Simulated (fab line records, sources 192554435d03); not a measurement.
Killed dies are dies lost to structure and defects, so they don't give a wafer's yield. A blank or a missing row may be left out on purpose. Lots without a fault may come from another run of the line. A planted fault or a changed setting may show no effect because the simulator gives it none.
fab line records | flow n5_finfet
record lots=24 wafers=72 last_day=20
route steps=1938 shown BEOL_M5@1172 BEOL_M6@1236 BEOL_M7@1277
lots that met no fault: from a run of the same line without faults
start_h: hours from the record's first day to the start of the lot's first wafer shown | wait_h: hours since the lot's step before | " the same as in the row above | L1.1+2: a row that stands for several wafers | - no value, or no start given | * or withheld: withheld | < > ~ a bound
route shown NAME@n: a module of which the file shows steps, and the number in the route of the first | usual: mean/standard deviation of fault-free wafers | same: alike in all rows | chamber/n: place in a boat | sites: the reading at each site | _std_site: their standard deviation | _edge_site: outer sites' mean less inner sites' | radius_mm: how far each site lies from the wafer's centre | mask NAME#n: copy n | behind: the tool/chamber that last shaped the wafer | hold: why the lot was held/for how many hours/how that ended | device: the transistor (n, p or np) that didn't switch | end of line: the same wafers' tests at the end of the route | a step without rows: its recipe alone | killed: dies lost to structure and defects at the first sort, not the wafer's yield | map: a wafer's dies, x killed, . not, _ none there
set.NAME: the setting as run; set.NAME@STEP: as run at that earlier step | model.NAME: the simulator's own value behind a step, which no gauge read
steps of the route over a sample of lots; a table a step, a row a wafer
services: from which hour (start_h, from the record's first day; less than 0 if before it) a tool's chamber was out of use, for how many hours, and why
## steps
# step N5_BEOL_M5_ALD_86
# recipe material=TaN target_thk_a=* temp_c=275 ald_precursor_family=PDMAT ald_co_reactant=NH3 pressure_torr=3 carrier_flow_sccm=1500 pulse_time_s=2 purge_time_s=3 co_reactant_purge_time_s=2 co_reactant_pulse_time_s=3 ald_cycles=30 precursor_vessel_temp_c=75 precursor_vessel_pressure_torr=26.25 precursor_vessel_carrier_sccm=1000
# usual heater_power_w=393/54 susceptor_temp_C=275.02/0.2
# columns lot.wafer tool chamber start_h wait_h heater_power_w susceptor_temp_C
L074.2 ald_metal-03 3 197.58 0.1 309 274.92
L074.4 " 2 " " 499 274.80
L074.6 " 3 " " 303 274.94
L075.2 ald_metal-01 1 203.68 0.0 360 275.10
L075.4 " 2 " " 436 275.21
L075.5 " 1 " " 360 274.89
L076.3 ald_metal-03 2 206.68 0.0 508 275.20
L076.4 " 0 " " 353 274.78
L076.5 " 1 " " 399 275.11
L078.1 ald_metal-03 0 224.08 0.1 361 274.79
L078.4 " 3 " " 310 275.27
L078.5 " 0 " " 356 274.87
L077.1 ald_metal-01 2 231.14 0.0 434 275.10
L077.5 " 0 " " 357 275.17
L077.6 " 3 " " 431 274.99
L079.1 ald_metal-03 1 246.41 0.0 408 275.16
L079.2 " 2 " " 491 275.26
L079.3 " 3 " " 317 275.33
L080.1 ald_metal-03 2 248.60 0.2 510 275.17
L080.2 " 0 " " 362 274.90
L080.4 " 1 " " 408 274.65
L081.2 ald_metal-01 0 253.30 0.0 360 275.08
L081.3 " 3 " " 430 275.33
L081.4 " 2 " " 435 275.31
L082.3 ald_metal-01 3 256.36 0.0 422 274.77
L082.5 " 0 " " 355 274.93
L082.6 " 3 " " 426 274.87
L083.1 ald_metal-01 1 283.18 0.2 359 275.33
L083.3 " 3 " " 427 274.83
L083.5 " 1 " " 352 274.92
L084.3 ald_metal-03 1 295.27 0.1 410 275.11
L084.5 " 0 " " 356 275.25
L084.6 " 3 " " 316 274.83
L085.3 ald_metal-01 1 300.42 0.0 365 274.97
L085.4 " 3 " " 434 275.00
L085.6 " 2 " " 440 275.05
L086.2 ald_metal-01 0 304.32 0.1 362 274.88
L086.3 " 3 " " 435 274.83
L086.5 " 0 " " 354 274.71
L088.1 ald_metal-03 3 304.86 0.0 313 275.13
L088.3 " 2 " " 501 274.71
L088.6 " 0 " " 357 275.14
L087.1 ald_metal-03 1 310.47 0.0 410 274.92
L087.2 " 2 " " 495 274.95
L087.5 " 2 " " 504 275.16
L089.2 ald_metal-03 0 312.82 0.0 360 275.10
L089.3 " 1 " " 417 275.18
L089.5 " 0 " " 357 274.77
L090.4 ald_metal-01 3 313.80 0.3 436 274.88
L090.5 " 1 " " 365 275.09
L090.6 " 0 " " 349 275.22
L092.3 ald_metal-03 3 319.75 0.2 312 274.94
L092.4 " 1 " " 400 274.54
L092.5 " 3 " " 310 275.02
L094.1 ald_metal-04 0 330.27 0.0 430 275.23
L094.2 " 1 " " 441 275.28
L094.6 " 0 " " 427 275.35
L091.2 ald_metal-01 0 330.61 0.0 363 275.09
L091.4 " 3 " " 434 274.90
L091.6 " 2 " " 444 274.90
L095.2 ald_metal-03 3 336.22 0.1 316 275.05
L095.3 " 0 " " 360 275.15
L095.6 " 1 " " 403 274.73
L093.1 ald_metal-01 3 339.68 0.1 416 275.21
L093.2 " 1 " " 360 275.04
L093.6 " 2 " " 438 275.06
L096.1 ald_metal-01 1 340.26 0.0 358 274.99
L096.2 " 0 " " 354 274.98
L096.4 " 3 " " 423 274.82
L097.1 ald_metal-04 3 369.20 0.0 447 274.77
L097.2 " 2 " " 362 275.30
L097.4 " 0 " " 404 274.94
# step N5_BEOL_M5_SPUTTER_81
# recipe material=Cu target_thk_a=150 temp_c=-20 chamber_pressure_pa=0.07 power_w=withheld time_s=27.62
# usual chuck_gas_flow_sccm=1.26/0.048 susceptor_temp_C=-20.00/0.11 throttle_valve_pct=29.7/0.67
# columns lot.wafer tool chamber start_h wait_h chuck_gas_flow_sccm susceptor_temp_C throttle_valve_pct
L074.2 pvd_sputter-03 - 199.23 0.5 1.21 -19.99 29.4
L074.4 " - " " 1.23 -20.13 29.8
L074.6 " - " " 1.26 -20.11 29.7
L075.2 pvd_sputter-03 - 205.28 0.5 1.26 -20.17 29.6
L075.4 " - " " 1.24 -19.95 30.6
L075.5 " - " " 1.27 -20.28 29.0
L076.3 pvd_sputter-02 - 208.48 0.5 1.28 -19.94 29.5
L076.4 " - " " 1.23 -20.11 30.2
L076.5 " - " " 1.29 -20.00 30.2
L078.1 pvd_sputter-02 - 226.64 0.5 1.27 -19.96 29.5
L078.4 " - " " 1.22 -20.22 30.0
L078.5 " - " " 1.23 -20.09 29.2
L077.1 pvd_sputter-03 - 232.70 0.5 1.23 -19.95 30.6
L077.5 " - " " 1.28 -20.00 29.8
L077.6 " - " " 1.26 -19.90 30.6
L079.1 pvd_sputter-02 - 247.94 0.5 1.30 -19.89 29.2
L079.2 " - " " 1.30 -19.86 29.7
L079.3 " - " " 1.27 -19.94 30.0
L080.1 pvd_sputter-01 - 250.22 0.5 1.28 -19.90 31.5
L080.2 " - " " 1.31 -20.00 30.1
L080.4 " - " " 1.25 -19.98 29.7
L081.2 pvd_sputter-03 - 255.28 0.5 1.30 -20.09 29.1
L081.3 " - " " 1.25 -20.10 29.1
L081.4 " - " " 1.27 -20.00 29.8
L082.3 pvd_sputter-02 - 257.91 0.5 1.33 -19.92 29.0
L082.5 " - " " 1.25 -20.18 30.3
L082.6 " - " " 1.22 -19.88 28.8
L083.1 pvd_sputter-03 - 285.26 0.5 1.29 -20.06 29.6
L083.3 " - " " 1.21 -19.98 29.2
L083.5 " - " " 1.30 -19.94 29.4
L084.3 pvd_sputter-03 - 296.81 0.5 1.27 -20.13 30.6
L084.5 " - " " 1.23 -20.00 30.9
L084.6 " - " " 1.27 -19.94 30.0
L085.3 pvd_sputter-03 - 302.04 0.5 1.28 -20.03 30.7
L085.4 " - " " 1.20 -20.16 29.3
L085.6 " - " " 1.22 -20.04 29.2
L086.2 pvd_sputter-01 - 305.96 0.5 1.26 -20.02 29.8
L086.3 " - " " 1.32 -20.11 30.1
L086.5 " - " " 1.31 -19.99 28.2
L088.1 pvd_sputter-02 - 306.91 0.5 1.31 -20.02 30.1
L088.3 " - " " 1.30 -20.13 29.9
L088.6 " - " " 1.24 -20.07 29.8
L087.1 pvd_sputter-02 - 312.08 0.5 1.27 -20.10 28.7
L087.2 " - " " 1.26 -20.14 29.4
L087.5 " - " " 1.15 -19.77 30.4
L089.2 pvd_sputter-01 - 314.44 0.5 1.21 -19.92 31.1
L089.3 " - " " 1.31 -19.87 30.1
L089.5 " - " " 1.27 -20.07 28.1
L090.4 pvd_sputter-02 - 316.86 0.5 1.19 -19.89 29.9
L090.5 " - " " 1.31 -20.01 29.7
L090.6 " - " " 1.28 -20.04 30.0
L092.3 pvd_sputter-01 - 322.73 0.5 1.20 -20.00 30.0
L092.4 " - " " 1.28 -19.94 28.4
L092.5 " - " " 1.23 -20.04 30.3
L094.1 pvd_sputter-03 - 331.80 0.5 1.26 -19.94 29.3
L094.2 " - " " 1.28 -19.99 29.9
L094.6 " - " " 1.22 -20.20 29.1
L091.2 pvd_sputter-02 - 333.88 0.5 1.21 -20.24 29.6
L091.4 " - " " 1.28 -19.88 30.1
L091.6 " - " " 1.15 -20.10 29.9
L095.2 pvd_sputter-01 - 338.08 0.5 1.30 -19.90 30.2
L095.3 " - " " 1.20 -19.86 31.2
L095.6 " - " " 1.37 -20.04 30.2
L093.1 pvd_sputter-03 - 341.50 0.5 1.34 -20.04 30.5
L093.2 " - " " 1.17 -19.96 29.5
L093.6 " - " " 1.25 -20.03 29.2
L096.1 pvd_sputter-02 - 342.43 0.5 1.18 -19.80 30.1
L096.2 " - " " 1.27 -20.04 29.6
L096.4 " - " " 1.35 -19.91 29.6
L097.1 pvd_sputter-02 - 371.24 0.5 1.24 -20.28 29.2
L097.2 " - " " 1.24 -19.75 29.7
L097.4 " - " " 1.25 -19.97 29.9
# step N5_BEOL_M6_VIA_ETCH_34
# recipe chemistry=C4F6/O2 target=SiCOH_lowk target_depth_a=1263 mask_material=SOC taper_deg=4 time_s=50.9 ion_energy_ev=250 pressure_mtorr=30 source_w=345 bias_w=185 Ar_flow_sccm=300 C4F6_flow_sccm=10 O2_flow_sccm=10
# usual drypump_motor_current_A=5.6/0.38 oes_o_777_au=0.82/0.078 oes_product_au=0.82/0.08 rf_vpp_V=669/17 showerhead_plenum_p_Torr=2.90/0.066 throttle_valve_pct=20.7/0.37
# columns lot.wafer tool chamber start_h wait_h drypump_motor_current_A oes_o_777_au oes_product_au rf_hours_counter_h rf_vpp_V showerhead_plenum_p_Torr throttle_valve_pct
L074.2 rie_diel-06 1 211.24 0.0 5.6 0.81 0.80 95 674 2.87 21.0
L074.4 " 0 " " 5.2 0.89 0.93 - 683 2.88 20.1
L074.6 " 3 " " 4.9 0.69 0.69 - 661 2.71 20.9
L075.2 rie_diel-04 2 214.17 0.0 5.9 0.73 0.71 212 673 2.83 21.0
L075.4 " 1 " " 6.2 0.74 0.72 209 665 2.96 21.4
L075.5 " 1 " " 6.2 0.74 0.72 - 663 2.96 21.4
L076.3 rie_diel-04 1 219.46 0.0 6.2 0.74 0.72 212 662 2.96 21.4
L076.4 " 2 " " 5.9 0.72 0.71 214 673 2.83 21.0
L076.5 " 3 " " 5.5 0.90 0.89 - 700 2.91 20.5
L078.1 rie_diel-01 2 234.38 0.0 5.9 0.81 0.79 84 652 2.96 20.5
L078.4 " 1 " " 5.3 0.70 0.71 227 667 2.93 21.1
L078.5 " 1 " " 5.3 0.69 0.70 - 666 2.93 21.1
L077.1 rie_diel-06 3 243.95 0.0 5.0 0.68 0.68 229 662 2.71 20.9
L077.5 " 1 " " 5.6 0.79 0.79 - 673 2.86 21.0
L077.6 " 2 " " 5.6 0.97 0.93 - 638 2.91 20.4
L079.1 rie_diel-04 2 260.29 0.0 5.9 0.71 0.70 228 671 2.82 21.0
L079.2 " 3 " " 5.5 0.87 0.86 37 700 2.90 20.5
L079.3 " 0 " " 6.1 0.89 0.89 53 674 2.89 20.4
L080.1 rie_diel-01 2 260.69 0.0 5.9 0.80 0.77 93 654 2.96 20.5
L080.2 " 3 " " 5.3 0.86 0.86 57 643 2.90 20.7
L080.4 " 0 " " 5.9 0.83 0.85 49 667 3.03 20.5
L081.2 rie_diel-04 1 264.17 0.0 6.2 0.72 0.72 226 663 2.95 21.4
L081.3 " 0 " " 6.1 0.90 0.90 54 675 2.89 20.4
L081.4 " 3 " " 5.5 0.87 0.87 39 701 2.90 20.5
L082.3 rie_diel-04 0 268.87 0.0 6.1 0.89 0.90 55 676 2.89 20.4
L082.5 " 2 " " 6.0 0.71 0.70 - 674 2.82 21.0
L082.6 " 3 " " 5.5 0.87 0.86 - 699 2.90 20.5
L083.1 rie_diel-06 1 294.07 0.0 5.6 0.78 0.78 121 672 2.85 21.0
L083.3 " 3 " " 4.9 0.66 0.68 247 662 2.70 20.9
L083.5 " 2 " " 5.6 0.93 0.89 - 637 2.90 20.4
L084.3 rie_diel-06 0 306.08 0.0 5.2 0.84 0.87 48 683 2.87 20.2
L084.5 " 0 " " 5.2 0.84 0.87 - 682 2.87 20.2
L084.6 " 1 " " 5.6 0.77 0.77 - 671 2.85 21.0
L085.3 rie_diel-06 0 309.90 0.0 5.2 0.84 0.86 49 683 2.86 20.2
L085.4 " 0 " " 5.2 0.83 0.87 - 684 2.87 20.2
L085.6 " 1 " " 5.6 0.77 0.76 - 672 2.85 21.1
L086.2 rie_diel-06 0 315.97 0.0 5.2 0.84 0.86 52 683 2.86 20.2
L086.3 " 2 " " 5.6 0.91 0.87 38 636 2.90 20.5
L086.5 " 0 " " 5.2 0.84 0.87 - 683 2.86 20.2
L088.1 rie_diel-01 2 316.52 0.0 5.9 0.78 0.75 111 654 2.95 20.5
L088.3 " 0 " " 5.9 0.81 0.82 68 666 3.02 20.6
L088.6 " 0 " " 5.9 0.81 0.82 - 667 3.02 20.6
L087.1 rie_diel-06 2 321.42 0.0 5.6 0.91 0.87 40 639 2.89 20.4
L087.2 " 3 " " 4.9 0.94 0.96 0 672 3.04 20.6
L087.5 " 2 " " 5.7 0.90 0.86 - 639 2.89 20.4
L089.2 rie_diel-06 0 325.79 0.0 5.2 0.83 0.87 55 682 2.86 20.2
L089.3 " 3 " " 4.9 0.94 0.96 1 673 3.04 20.6
L089.5 " 0 " " 5.2 0.83 0.86 - 684 2.86 20.2
L090.4 rie_diel-04 2 326.02 0.0 5.9 0.70 0.69 248 671 2.81 21.1
L090.5 " 2 " " 6.0 0.69 0.69 - 672 2.81 21.0
L090.6 " 3 " " 5.5 0.84 0.83 - 700 2.89 20.5
L092.3 rie_diel-04 0 329.44 0.0 6.1 0.87 0.86 74 674 2.88 20.4
L092.4 " 1 " " 6.2 0.72 0.70 245 663 2.94 21.4
L092.5 " 0 " " 6.1 0.87 0.87 - 674 2.88 20.4
L094.1 rie_diel-06 1 339.96 0.0 5.5 0.77 0.76 136 673 2.85 21.1
L094.2 " 2 " " 5.6 0.90 0.86 47 637 2.89 20.5
L094.6 " 3 " " 4.9 0.91 0.93 - 672 3.03 20.6
L091.2 rie_diel-01 0 342.07 0.0 5.9 0.80 0.80 78 667 3.02 20.6
L091.4 " 3 " " 5.3 0.82 0.82 86 643 2.89 20.7
L091.6 " 1 " " 5.3 0.97 0.99 - 665 2.92 20.7
L095.2 rie_diel-04 1 345.96 0.0 6.3 0.71 0.69 248 664 2.94 21.5
L095.3 " 3 " " 5.5 0.83 0.83 65 699 2.89 20.6
L095.6 " 3 " " 5.5 0.83 0.83 - 699 2.89 20.6
L096.1 rie_diel-06 3 350.15 0.0 5.0 0.90 0.91 10 671 3.03 20.6
L096.2 " 2 " " 5.6 0.89 0.85 51 639 2.89 20.5
L096.4 " 0 " " 5.2 0.82 0.85 63 684 2.86 20.2
L093.1 rie_diel-04 0 350.49 0.0 6.1 0.86 0.84 81 675 2.87 20.4
L093.2 " 1 " " 6.3 0.72 0.69 250 663 2.94 21.5
L093.6 " 3 " " 5.5 0.83 0.82 - 701 2.89 20.5
L097.1 rie_diel-06 2 382.24 0.0 5.6 0.87 0.84 63 636 2.88 20.5
L097.2 " 3 " " 4.9 0.86 0.89 23 672 3.03 20.6
L097.4 " 0 " " 5.2 0.81 0.83 75 682 2.85 20.2
# step N5_BEOL_M6_ETCH_41
# recipe chemistry=CH3F/O2 target=SiCN target_depth_a=297 taper_deg=2 time_s=52 ion_energy_ev=120 mask_material=TiN pressure_mtorr=30 source_w=395 bias_w=75 Ar_flow_sccm=150 CH3F_flow_sccm=30 O2_flow_sccm=20
# usual drypump_motor_current_A=5.6/0.38 oes_product_au=0.82/0.08 rf_vpp_V=297.9/1.2 showerhead_plenum_p_Torr=2.04/0.048 throttle_valve_pct=16.1/0.35
# columns lot.wafer tool chamber start_h wait_h drypump_motor_current_A oes_product_au rf_hours_counter_h rf_vpp_V showerhead_plenum_p_Torr throttle_valve_pct
L074.2 rie_diel-06 1 - - 5.6 0.80 95 297.2 2.01 16.4
L074.4 " 0 " " 5.2 0.93 - 297.7 2.03 15.6
L074.6 " 3 " " 4.9 0.69 - 296.1 1.90 16.4
L075.2 rie_diel-04 2 - - 5.9 0.72 212 296.6 1.99 16.5
L075.4 " 1 " " 6.2 0.73 209 297.4 2.08 16.8
L075.5 " 1 " " 6.2 0.72 - 298.4 2.08 16.8
L076.3 rie_diel-04 1 - - 6.3 0.72 212 298.0 2.08 16.8
L076.4 " 2 " " 5.9 0.71 214 299.6 1.99 16.5
L076.5 " 3 " " 5.5 0.89 - 299.1 2.05 15.9
L078.1 rie_diel-01 2 - - 5.9 0.78 84 298.9 2.09 16.0
L078.4 " 1 " " 5.3 0.70 227 297.2 2.06 16.5
L078.5 " 1 " " 5.3 0.70 - 299.1 2.06 16.5
L077.1 rie_diel-06 3 - - 4.9 0.68 229 295.9 1.90 16.4
L077.5 " 1 " " 5.6 0.79 - 297.0 2.01 16.4
L077.6 " 2 " " 5.6 0.92 - 297.6 2.04 15.8
L079.1 rie_diel-04 2 - - 5.9 0.70 228 295.3 1.98 16.5
L079.2 " 3 " " 5.5 0.86 37 299.5 2.04 15.9
L079.3 " 0 " " 6.1 0.88 53 298.6 2.03 15.8
L080.1 rie_diel-01 2 - - 5.9 0.78 93 298.2 2.08 16.0
L080.2 " 3 " " 5.2 0.85 57 297.5 2.04 16.1
L080.4 " 0 " " 5.9 0.84 49 297.0 2.13 15.9
L081.2 rie_diel-04 1 - - 6.2 0.70 226 298.7 2.07 16.8
L081.3 " 0 " " 6.1 0.88 54 297.5 2.03 15.8
L081.4 " 3 " " 5.4 0.86 39 297.1 2.04 15.9
L082.3 rie_diel-04 0 - - 6.1 0.88 56 297.3 2.03 15.8
L082.5 " 2 " " 5.9 0.70 - 295.6 1.98 16.5
L082.6 " 3 " " 5.4 0.87 - 299.2 2.04 15.9
L083.1 rie_diel-06 1 - - 5.5 0.77 121 296.4 2.00 16.5
L083.3 " 3 " " 5.0 0.67 247 295.4 1.89 16.4
L083.5 " 2 " " 5.6 0.89 - 297.6 2.04 15.9
L084.3 rie_diel-06 0 - - 5.2 0.86 48 296.8 2.02 15.7
L084.5 " 0 " " 5.2 0.87 - 298.4 2.02 15.7
L084.6 " 1 " " 5.6 0.77 - 297.7 2.00 16.5
L085.3 rie_diel-06 0 - - 5.2 0.86 50 298.7 2.02 15.7
L085.4 " 0 " " 5.2 0.86 - 298.8 2.02 15.7
L085.6 " 1 " " 5.6 0.77 - 296.5 2.00 16.5
L086.2 rie_diel-06 0 - - 5.2 0.87 52 298.0 2.02 15.7
L086.3 " 2 " " 5.6 0.88 38 299.4 2.03 15.8
L086.5 " 0 " " 5.2 0.87 - 299.1 2.02 15.7
L088.1 rie_diel-01 2 - - 6.0 0.76 111 299.7 2.08 16.0
L088.3 " 0 " " 5.9 0.83 68 299.4 2.13 16.0
L088.6 " 0 " " 5.9 0.82 - 299.1 2.13 16.0
L087.1 rie_diel-06 2 - - 5.6 0.87 40 298.2 2.03 15.9
L087.2 " 3 " " 4.9 0.96 0 299.5 2.14 16.0
L087.5 " 2 " " 5.6 0.87 - 297.6 2.03 15.9
L089.2 rie_diel-06 0 - - 5.2 0.85 55 298.4 2.02 15.7
L089.3 " 3 " " 4.9 0.95 1 300.2 2.14 16.0
L089.5 " 0 " " 5.2 0.86 - 297.8 2.01 15.7
L090.4 rie_diel-04 2 - - 5.9 0.69 248 297.1 1.97 16.5
L090.5 " 2 " " 5.9 0.68 - 297.8 1.97 16.5
L090.6 " 3 " " 5.5 0.83 - 297.1 2.04 16.0
L092.3 rie_diel-04 0 - - 6.1 0.85 74 298.3 2.02 15.8
L092.4 " 1 " " 6.2 0.69 245 298.2 2.07 16.9
L092.5 " 0 " " 6.1 0.87 - 297.7 2.02 15.8
L094.1 rie_diel-06 1 - - 5.5 0.76 136 297.2 2.00 16.5
L094.2 " 2 " " 5.6 0.86 47 299.9 2.03 15.9
L094.6 " 3 " " 4.9 0.94 - 300.3 2.14 16.0
L091.2 rie_diel-01 0 - - 5.9 0.81 78 298.9 2.12 16.0
L091.4 " 3 " " 5.2 0.82 86 298.2 2.03 16.1
L091.6 " 1 " " 5.3 1.01 - 298.3 2.06 16.1
L095.2 rie_diel-04 1 - - 6.2 0.70 248 298.0 2.06 16.9
L095.3 " 3 " " 5.5 0.82 65 298.3 2.04 16.0
L095.6 " 3 " " 5.5 0.83 - 297.4 2.04 16.0
L096.1 rie_diel-06 3 - - 4.9 0.92 10 301.1 2.14 16.0
L096.2 " 2 " " 5.6 0.84 51 297.2 2.03 15.9
L096.4 " 0 " " 5.2 0.84 63 297.6 2.01 15.7
L093.1 rie_diel-04 0 - - 6.1 0.85 81 296.8 2.02 15.9
L093.2 " 1 " " 6.2 0.69 250 298.8 2.06 16.9
L093.6 " 3 " " 5.5 0.83 - 296.4 2.03 16.0
L097.1 rie_diel-06 2 - - 5.7 0.84 63 297.8 2.03 15.9
L097.2 " 3 " " 4.9 0.89 23 300.2 2.13 16.0
L097.4 " 0 " " 5.2 0.83 75 297.8 2.01 15.7
# step N5_BEOL_M7_OVL_MEAS_12
# recipe points_per_wafer=44
# usual M7_OVL=0.1/0.7
# columns lot.wafer tool chamber start_h wait_h M7_OVL[nm]
L074.2 overlay-01 0 215.30 0.0 0.6
L074.4 " 0 " " 0.9
L074.6 " 0 " " 1.1
L075.2 overlay-01 0 219.43 0.0 -0.4
L075.4 " 0 " " 0.2
L075.5 " 0 " " -0.3
L076.3 overlay-02 0 226.15 0.0 0.2
L076.4 " 0 " " -0.1
L076.5 " 0 " " 0.8
L078.1 overlay-01 0 240.71 0.0 0.9
L078.4 " 0 " " 0.6
L078.5 " 0 " " 0.5
L077.1 overlay-02 0 249.34 0.0 0.7
L077.5 " 0 " " 1.0
L077.6 " 0 " " -1.0
L079.1 overlay-01 0 265.05 0.0 -0.5
L079.2 " 0 " " -0.7
L079.3 " 0 " " -0.6
L080.1 overlay-02 0 265.25 0.0 -0.3
L080.2 " 0 " " -0.4
L080.4 " 0 " " -0.6
L081.2 overlay-02 0 269.61 0.0 0.0
L081.3 " 0 " " -0.2
L081.4 " 0 " " 0.3
L082.3 overlay-01 0 273.51 0.0 -0.1
L082.5 " 0 " " 0.7
L082.6 " 0 " " -0.4
L083.1 overlay-02 0 300.65 0.0 -0.3
L083.3 " 0 " " 0.9
L083.5 " 0 " " 1.2
L084.3 overlay-01 0 313.21 0.0 0.6
L084.5 " 0 " " 1.1
L084.6 " 0 " " 0.3
L085.3 overlay-01 0 316.37 0.0 0.0
L085.4 " 0 " " 0.2
L085.6 " 0 " " -0.4
L086.2 overlay-02 0 321.97 0.0 -0.1
L086.3 " 0 " " -0.2
L086.5 " 0 " " 0.2
L088.1 overlay-01 0 322.13 0.0 1.1
L088.3 " 0 " " 0.4
L088.6 " 0 " " 1.0
L087.1 overlay-01 0 327.16 0.0 -1.8
L087.2 " 0 " " -1.5
L087.5 " 0 " " -0.5
L089.2 overlay-02 0 330.99 0.0 -0.4
L089.3 " 0 " " -0.5
L089.5 " 0 " " -0.7
L090.4 overlay-01 0 335.65 0.0 0.5
L090.5 " 0 " " -0.2
L090.6 " 0 " " 0.8
L092.3 overlay-01 0 336.42 0.0 -0.2
L092.4 " 0 " " -1.0
L092.5 " 0 " " 0.2
L094.1 overlay-02 0 345.76 0.0 0.3
L094.2 " 0 " " -0.6
L094.6 " 0 " " 0.3
L091.2 overlay-02 0 347.14 0.0 -0.4
L091.4 " 0 " " -0.1
L091.6 " 0 " " -0.4
L095.2 overlay-01 0 350.89 0.0 1.4
L095.3 " 0 " " -0.3
L095.6 " 0 " " 1.2
L096.1 overlay-02 0 358.04 0.0 1.1
L096.2 " 0 " " 0.9
L096.4 " 0 " " -0.4
L093.1 overlay-01 0 358.20 0.0 -0.2
L093.2 " 0 " " 0.4
L093.6 " 0 " " 0.4
L097.1 overlay-01 0 386.46 0.0 0.1
L097.2 " 0 " " -1.2
L097.4 " 0 " " -0.5
# step N5_BEOL_M7_HM_OPEN_17
# recipe chemistry=Cl2/BCl3 target_depth_a=200 overetch_a=60 target=TiN mask_material=SOC ion_energy_ev=150 pressure_mtorr=10 icp_w=1000 bias_w=126 Cl2_flow_sccm=53.25 bcl3_flow_sccm=21.75 Ar_flow_sccm=25
# usual drypump_motor_current_A=5.8/0.57 oes_product_au=0.68/0.062 throttle_valve_pct=22.07/0.19
# columns lot.wafer tool chamber start_h wait_h drypump_motor_current_A oes_product_au rf_hours_counter_h throttle_valve_pct
L074.2 rie_metal-02 1 215.64 0.0 5.5 0.60 71 22.43
L074.4 " 0 " " 6.5 0.80 - 21.91
L074.6 " 0 " " 6.5 0.79 - 21.93
L075.2 rie_metal-03 0 219.92 0.0 5.7 0.77 13 21.87
L075.4 " 0 " " 5.7 0.77 - 21.85
L075.5 " 0 " " 5.7 0.77 - 21.86
L076.3 rie_metal-03 1 226.51 0.1 6.7 0.70 - 21.96
L076.4 " 0 " " 5.7 0.77 - 21.86
L076.5 " 1 " " 6.7 0.69 - 21.97
L078.1 rie_metal-01 0 241.19 0.0 5.5 0.65 42 22.13
L078.4 " 1 " " 5.0 0.66 - 21.98
L078.5 " 1 " " 5.0 0.66 - 21.97
L077.1 rie_metal-02 0 249.86 0.0 6.5 0.77 11 21.94
L077.5 " 0 " " 6.5 0.76 - 21.93
L077.6 " 1 " " 5.6 0.59 - 22.45
L079.1 rie_metal-01 1 265.38 0.0 5.0 0.66 49 21.99
L079.2 " 0 " " 5.6 0.66 45 22.12
L079.3 " 1 " " 5.0 0.66 - 21.97
L080.1 rie_metal-03 1 265.58 0.0 6.7 0.69 38 21.96
L080.2 " 0 " " 5.8 0.77 16 21.87
L080.4 " 0 " " 5.7 0.75 - 21.84
L081.2 rie_metal-03 0 269.94 0.0 5.7 0.75 16 21.88
L081.3 " 1 " " 6.7 0.70 - 21.97
L081.4 " 0 " " 5.7 0.75 - 21.87
L082.3 rie_metal-03 0 273.90 0.1 5.7 0.75 - 21.86
L082.5 " 0 " " 5.7 0.75 - 21.89
L082.6 " 0 " " 5.7 0.75 - 21.87
L083.1 rie_metal-01 1 301.00 0.0 5.0 0.64 52 22.01
L083.3 " 0 " " 5.5 0.64 - 22.13
L083.5 " 0 " " 5.5 0.64 - 22.14
L084.3 rie_metal-02 1 313.87 0.1 5.5 0.58 - 22.45
L084.5 " 0 " " 6.5 0.73 - 21.97
L084.6 " 1 " " 5.6 0.58 - 22.47
L085.3 rie_metal-03 0 316.74 0.1 5.8 0.74 - 21.90
L085.4 " 1 " " 6.7 0.67 - 22.00
L085.6 " 0 " " 5.7 0.73 - 21.88
L086.2 rie_metal-01 0 322.30 0.0 5.5 0.64 49 22.15
L086.3 " 1 " " 5.0 0.64 - 22.01
L086.5 " 1 " " 5.0 0.65 - 21.99
L088.1 rie_metal-01 0 322.47 0.0 5.5 0.63 49 22.13
L088.3 " 0 " " 5.5 0.65 - 22.13
L088.6 " 0 " " 5.6 0.64 - 22.13
L087.1 rie_metal-01 0 327.50 0.0 5.6 0.63 49 22.15
L087.2 " 1 " " 5.0 0.63 54 22.02
L087.5 " 1 " " 5.0 0.64 - 22.01
L089.2 rie_metal-02 0 331.33 0.0 6.5 0.75 17 21.95
L089.3 " 1 " " 5.6 0.59 - 22.46
L089.5 " 0 " " 6.5 0.76 - 21.94
L090.4 rie_metal-01 0 336.01 0.1 5.6 0.64 - 22.14
L090.5 " 1 " " 5.0 0.64 - 22.00
L090.6 " 0 " " 5.5 0.64 - 22.13
L092.3 rie_metal-02 0 337.06 0.1 6.6 0.74 - 21.95
L092.4 " 1 " " 5.5 0.58 - 22.47
L092.5 " 1 " " 5.5 0.58 - 22.45
L094.1 rie_metal-02 0 346.10 0.0 6.6 0.73 19 21.95
L094.2 " 1 " " 5.6 0.58 81 22.46
L094.6 " 1 " " 5.5 0.59 - 22.47
L091.2 rie_metal-02 0 347.48 0.0 6.5 0.74 19 21.97
L091.4 " 1 " " 5.6 0.58 - 22.45
L091.6 " 1 " " 5.6 0.58 - 22.44
L095.2 rie_metal-03 0 351.42 0.1 5.8 0.74 - 21.87
L095.3 " 0 " " 5.8 0.74 - 21.86
L095.6 " 0 " " 5.7 0.74 - 21.89
L096.1 rie_metal-01 0 358.37 0.0 5.5 0.63 52 22.15
L096.2 " 1 " " 5.0 0.64 57 22.01
L096.4 " 0 " " 5.5 0.63 - 22.14
L093.1 rie_metal-02 1 358.63 0.0 5.6 0.59 83 22.45
L093.2 " 0 " " 6.5 0.74 20 21.96
L093.6 " 1 " " 5.6 0.58 - 22.46
L097.1 rie_metal-01 0 386.83 0.0 5.5 0.64 54 22.14
L097.2 " 1 " " 5.0 0.63 58 22.01
L097.4 " 1 " " 5.0 0.64 - 22.02
## services
# columns tool chamber start_h hours kind
rie_diel-06 3 181.80 17.0 repair
rie_diel-01 - 202.64 0.5 repair
ald_metal-01 - 210.02 1.2 pm
ald_metal-04 0 220.13 4.8 repair
rie_metal-03 - 221.17 2.8 pm
ald_metal-04 - 222.03 1.1 repair
rie_diel-01 - 252.18 2.8 pm
rie_metal-02 - 259.01 1.1 repair
rie_metal-02 1 266.96 4.9 repair
ald_metal-03 - 268.29 2.8 pm
rie_metal-03 1 272.82 4.8 repair
rie_metal-02 0 284.47 3.0 repair
rie_metal-02 1 307.00 6.2 repair
ald_metal-04 2 311.79 21.3 repair
ald_metal-03 2 325.45 3.6 repair
rie_diel-04 1 338.83 3.5 repair
ald_metal-03 - 342.54 8.7 pm
pvd_sputter-01 - 344.74 1.6 repair
pvd_sputter-02 - 351.20 11.7 repair
rie_metal-03 1 351.35 12.2 repair
rie_diel-06 1 354.22 10.2 repair
rie_diel-01 0 354.91 5.7 repair
ald_metal-03 2 366.72 6.6 repair
pvd_sputter-03 - 378.22 3.7 repair
## key
fault none
